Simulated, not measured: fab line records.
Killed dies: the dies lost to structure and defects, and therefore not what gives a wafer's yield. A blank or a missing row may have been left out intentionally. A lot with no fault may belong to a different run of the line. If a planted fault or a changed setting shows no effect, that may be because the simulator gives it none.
Struck lot and sound lot, side by side || flow n5 finfet || 38 steps out of a route of 1938
Sound: wafers L607.2, L607.5, L607.6. Struck: wafers L600.1, L600.6. (L600.2 of the same lot was not struck and is left out.) The cause comes at the end.
Each step with rows lists, per side, the tool, then ch with its chambers, then its first start. Under that, the readings that differ: sound wafers || struck wafers || difference of the means || sigmas: that difference in standard deviations of wafers without a fault.
alike: readings with means less than 2 such deviations apart, plus words and numbers identical on both sides. not compared: withheld readings, readings lacking a value on some wafer, bounds such as >300 that could conceal the same value, and numbers that have no deviation in the record and whose values overlap.
Wherever a step has rows on one side only, a row that says differs or no value, or a row with sigmas, the two part there. Non-overlapping numbers with no deviation appear without sigmas and do not part them. Lack of a reading on every wafer of one side parts them only where that side has two or more wafers.

first, 9 steps without rows for these wafers: N5_BEOL_M4_ANNEAL_95 (time 240 s); N5_BEOL_M4_SPUTTER_96 (material Cu, target thk 4.5 nm, time 8.29 s); N5_BEOL_M4_ECD_50 (material Cu, target thk 300 nm); N5_BEOL_M4_ANNEAL_51 (time 90 s); N5_BEOL_M4_CMP_52 (polishes, stops on SiOC, t overpolish 6.8 s, target thk 40 nm); N5_BEOL_M4_PRE_CLEAN_60 (time 15 s); N5_BEOL_M4_CO_CAP_55 (material Co, precursor CCTBA/H2, target thk 2 nm, time 102.1 s); N5_BEOL_M4_PRE_CLEAN_56 (time 15 s); N5_BEOL_M4_DEP_57 (deposits SiCN from 3MS/NH3, target thk 8 nm, time 14 s).
N5_BEOL_M4_RC_MEAS_101:
  sound on prober-02 ch 0, day 13 05:37; struck on prober-01 ch 0, day 11 10:47
  alike: DIBL_N, DIBL_P, IOFF_N, IOFF_P, ION_N, ION_P, SS_N, SS_P, VT_N, VT_P
then, 24 steps without rows for these wafers: N5_BEOL_M5_ILD_DEP_00 (deposits SiCOH lowk from DEMS/porogen, target thk 140.64 nm, time 25.9 s); N5_BEOL_M5_CURE_79 (cures SiCOH lowk, time 240 s); N5_BEOL_M5_PECVD_70 (deposits SiO2 from TEOS/O2, target thk 16 nm, time 18 s); N5_BEOL_M5_HM_DEP_02 (deposits TiN, target thk 20 nm); N5_BEOL_M5_COAT_59 (time 60 s, resist thk 60 nm); N5_BEOL_M5_COAT_60 (time 60 s, resist thk 12 nm); N5_BEOL_M5_COAT_71 (time 60 s, resist thk 5 nm); N5_BEOL_M5_COAT_05 (resist thk 30 nm); N5_BEOL_M5_EBR_07; N5_BEOL_M5_SOFTBAKE_06 (time 60 s); N5_BEOL_M5_EXPOSE_08 (exposes mask M5, target cd 28 nm); N5_BEOL_M5_PEB_09 (peb time 60 s); N5_BEOL_M5_DEVELOP_10 (develop time 30 s); N5_BEOL_M5_DESCUM_16 (chemistry O2, time 7 s); N5_BEOL_M5_ETCH_72 (etches underlayer in N2/H2, target depth 6.5 nm, time 5.2 s); N5_BEOL_M5_ETCH_61 (etches SiARC in CF4, target depth 15.6 nm, time 26 s); N5_BEOL_M5_ETCH_62 (etches SOC in N2/H2, target depth 75 nm, overetch 15 nm, time 112.5 s); N5_BEOL_M5_STRIP_63 (strips in N2/H2); N5_BEOL_M5_STRIP_73 (strips in N2/H2); N5_BEOL_M5_STRIP_64 (strips in CF4); N5_BEOL_M5_HM_OPEN_17 (chemistry Cl2/BCl3, target TiN, target depth 20 nm, overetch 6 nm); N5_BEOL_M5_STRIP_19 (strips in O2); N5_BEOL_M5_COAT_65 (time 60 s, resist thk 60 nm); N5_BEOL_M5_COAT_66 (time 60 s, resist thk 12 nm).
N5_BEOL_M10_ILD_DEP_00: deposits SiCOH lowk from DEMS/porogen, target thk 308.51 nm, time 58 s.
  sound on pecvd-03 ch 0,1, day 15 10:56; struck on pecvd-01 ch 0,2, day 13 07:31
{"reading": "run length s (s)", "sound": "101.2 100.6 100.8", "struck": "147.0 147.8", "difference": "+46.5", "sigmas": "+74"}
{"reading": "model.SiCOH_lowk_of_BEOL_M10_ILD_DEP_00.thk nm (nm)", "sound": "308 316 313.6", "struck": "544.6 552.4", "difference": "+236.0", "sigmas": ""}
  alike: heater power w, showerhead plenum p Torr, throttle valve pct
N5_BEOL_M10_THK_MEAS_01:
  struck on film metro-02, day 13 08:06; sound on film metro-01, day 15 12:01
{"reading": "M10_ILD_THK (nm)", "sound": "267 275 273", "struck": "479 486", "difference": "+211", "sigmas": "+53"}
N5_BEOL_M10_CMP_52: polishes, stops on SiCOH lowk, t overpolish 7 s, target thk 140 nm.
  sound on cmp-03 ch 0,2,3, day 15 20:40; struck on cmp-04 ch 1,2, day 13 17:51
{"reading": "model.SiCOH_lowk_of_BEOL_M10_ILD_DEP_00.thk nm (nm)", "sound": "264.6 271.6 269.6", "struck": "476.4 483.4", "difference": "+211.3", "sigmas": ""}
  alike: clearing platen down force psi, motor current A, platen rpm, retaining ring pressure frac
N5_PASSIVATION_PROBE_49:
  only the struck wafers here have rows in the record (prober-02, day 15 17:49); the sound ones have none

WHERE THEY PART
Earliest at N5_BEOL_M10_ILD_DEP_00; latest, in this record, at N5_PASSIVATION_PROBE_49.

WHY: what the simulator had put in
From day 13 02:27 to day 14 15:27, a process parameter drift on pecvd-01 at N5_BEOL_M10_ILD_DEP_00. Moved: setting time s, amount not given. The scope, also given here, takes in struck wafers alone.
